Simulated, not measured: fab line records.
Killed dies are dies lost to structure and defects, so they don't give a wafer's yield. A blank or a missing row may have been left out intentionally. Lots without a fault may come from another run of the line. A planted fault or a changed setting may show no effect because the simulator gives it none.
Comparing a struck lot with a sound one + flow nandHarc + 14 out of 1302 route steps
Sound: these wafers, L340.2, L340.3, L340.5. Wafers L335.1, L335.3, L335.4 were the ones struck. The cause comes at the end.
Each step with rows lists, per side, the tool, then ch with its chambers, then its first start. Under that, the readings that differ: sound wafers + struck wafers + difference of the means + sigmas: that difference in standard deviations of wafers without a fault.
alike: readings with means less than 2 such deviations apart, plus words and numbers identical on both sides. not compared: withheld readings, readings lacking a value on some wafer, bounds such as >300 that could conceal the same value, and numbers that have no deviation in the record and whose values overlap.
A row with sigmas, a row that says differs or no value, or rows on one side alone: a step with any of these is where the two part. Numbers that don't overlap but have no deviation are shown without sigmas and don't part them. A reading that every wafer of one side lacks parts them only if that side has two wafers or more.

NHARC_P_M2_OVL_MEAS_10: pitch 340 nm.
  sound: overlay-01 at day 13 16:59; struck: overlay-02 at day 11 14:44
  alike: overlayXNm, overlayYNm
NHARC_P_M2_INSPECT_11:
  sound: defectInspect-01 at day 13 17:01; struck: defectInspect-02 at day 11 14:46
  alike: rawDefectCount
NHARC_P_M2_DESCUM_14: chemistry O2, time 3 s.
  sound on rieDiel-05 ch 1,3, day 13 17:05; struck on rieDiel-05 ch 0,1,3, day 11 14:50
  alike: drypumpMotorCurrentA, oesProductAu, rfVppV, showerheadPlenumPTorr, throttleValvePct
  not compared: rfHoursCounterH
NHARC_P_M2_ETCH_35: etches the open film in N2/H2, target depth 40 nm, overetch 12 nm, time 43.94 s.
  sound on rieDiel-05 ch 1,2,3, day 13 17:11; struck on rieDiel-05 ch 0,1,3, day 11 14:55
  alike: drypumpMotorCurrentA, oesProductAu, rfVppV, showerheadPlenumPTorr, throttleValvePct
  not compared: rfHoursCounterH
NHARC_P_M2_ETCH_15: etches the open film in C4F8/Ar, target depth 182.5 nm, time 91.2 s.
  sound on rieDiel-05 ch 1,3; struck on rieDiel-05 ch 0,2,3
  alike: oesProductAu, rfVppV
  not compared: rfHoursCounterH
NHARC_P_M2_CD_MEAS_16:
  sound: cdSem-03 at day 13 17:26; struck: cdSem-03 at day 11 15:08
  alike: cdNm
then, 4 steps without rows for these wafers: NHARC_P_M2_STRIP_18 (strips in N2/H2); NHARC_P_M2_ETCH_28 (etches the open film in CF4/N2, target depth 30 nm, time 72.99 s); NHARC_P_M2_STRIP_19 (strips in post etch residue remover, time 600 s); NHARC_P_M2_DEGAS_29 (time 60 s).
NHARC_P_M2_PRE_CLEAN_30: time 30 s.
  sound on pvdSputter-03; struck on pvdSputter-02
  alike: heaterPowerW
NHARC_P_M2_PVD_20: deposits TaN, target thk 5 nm, time 8.06 s.
  sound on pvdSputter-03; struck on pvdSputter-02
  alike: biasV, cathodeDcPowerW, substrateTempC, throttleValvePct
NHARC_P_M2_PVD_21: deposits Cu, target thk 30 nm, time 20.49 s.
  sound: pvdSputter-03 at day 13 18:22; struck: pvdSputter-02 at day 11 16:05
  no value came back on the struck wafers for cathodeDcPowerW (W), chamberPressurePa (Pa), substrateTempC (C), throttleValvePct (%); on the sound wafers cathodeDcPowerW (W) reads 5001.1 4999.5 5000.0
then, 1 step without rows for these wafers: NHARC_P_M2_ECD_22 (material Cu, target thk 400 nm).

WHERE THEY PART
Only at NHARC_P_M2_PVD_21, as far as this record shows.

WHY: what had been put in by the simulator
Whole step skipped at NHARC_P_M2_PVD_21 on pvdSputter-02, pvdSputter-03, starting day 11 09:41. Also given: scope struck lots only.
